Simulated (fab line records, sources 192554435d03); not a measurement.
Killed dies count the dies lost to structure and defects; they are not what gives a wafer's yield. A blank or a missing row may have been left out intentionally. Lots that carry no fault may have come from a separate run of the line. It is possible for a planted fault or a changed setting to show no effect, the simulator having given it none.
Matching of chambers :: flow n5_finfet :: N5_DUMMY_GATE_ALD_02 on ald_sin-02: 4 sister chambers
The step deposits SiO2, target thk 2 nm, pulse time 1 s. 8 wafers are shown with their chamber, then 7 later ones without.

WAFERS, EACH WITH ITS CHAMBER
wafer: L905.6
chamber: 0
heater_power_w (W): 428
precursor_pulse_height_rel: 0.995

wafer: L910.2
chamber: 2
heater_power_w (W): 549
precursor_pulse_height_rel: 1.002

wafer: L911.6
chamber: 3
heater_power_w (W): 522
precursor_pulse_height_rel: 0.968

wafer: L918.1
chamber: 0
heater_power_w (W): 441
precursor_pulse_height_rel: 0.987

wafer: L918.3
chamber: 1
heater_power_w (W): 527
precursor_pulse_height_rel: 1.002

wafer: L918.6
chamber: 3
heater_power_w (W): 531
precursor_pulse_height_rel: 1.015

wafer: L924.1
chamber: 1
heater_power_w (W): 525
precursor_pulse_height_rel: 0.987

wafer: L924.4
chamber: 2
heater_power_w (W): 555
precursor_pulse_height_rel: 1.009

WAFERS WHOSE CHAMBER IS MISSING
wafer: L924.6
heater_power_w (W): 532
precursor_pulse_height_rel: 0.985

wafer: L925.1
heater_power_w (W): 440
precursor_pulse_height_rel: 1.002

wafer: L925.3
heater_power_w (W): 535
precursor_pulse_height_rel: 1.000

wafer: L925.4
heater_power_w (W): 521
precursor_pulse_height_rel: 0.996

wafer: L926.1
heater_power_w (W): 443
precursor_pulse_height_rel: 1.011

wafer: L926.3
heater_power_w (W): 519
precursor_pulse_height_rel: 0.952

wafer: L926.6
heater_power_w (W): 517
precursor_pulse_height_rel: 1.009

WHICH CHAMBER EACH ONE RAN IN
wafer: L924.6
from the rows above: can't be placed: 3 or 1
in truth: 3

wafer: L925.1
from the rows above: 0
in truth: 0

wafer: L925.3
from the rows above: can't be placed: 3 or 1 or 2
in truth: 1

wafer: L925.4
from the rows above: can't be placed: 1 or 3
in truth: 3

wafer: L926.1
from the rows above: 0
in truth: 0

wafer: L926.3
from the rows above: can't be placed: 3 or 1
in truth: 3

wafer: L926.6
from the rows above: can't be placed: 1 or 3
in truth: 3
2 of 7 placed correctly. Cannot be placed on the basis of these rows: 5; the candidates contain the true chamber in 5. Number placed wrongly: 0.
How it was worked out, from the rows above alone: a wafer's distance from a chamber is the root of the sum, over the readings, of the square of ((its reading less the chamber's mean) divided by the reading's scatter). The wafer belongs to the nearest chamber; if the next one is less than 2 further off, it can't be placed. A chamber's mean is the mean of its shown wafers. The scatter is the square root of a quotient: the sum, over the shown wafers, of each reading's squared deviation from its chamber's mean, divided by wafers minus chambers.
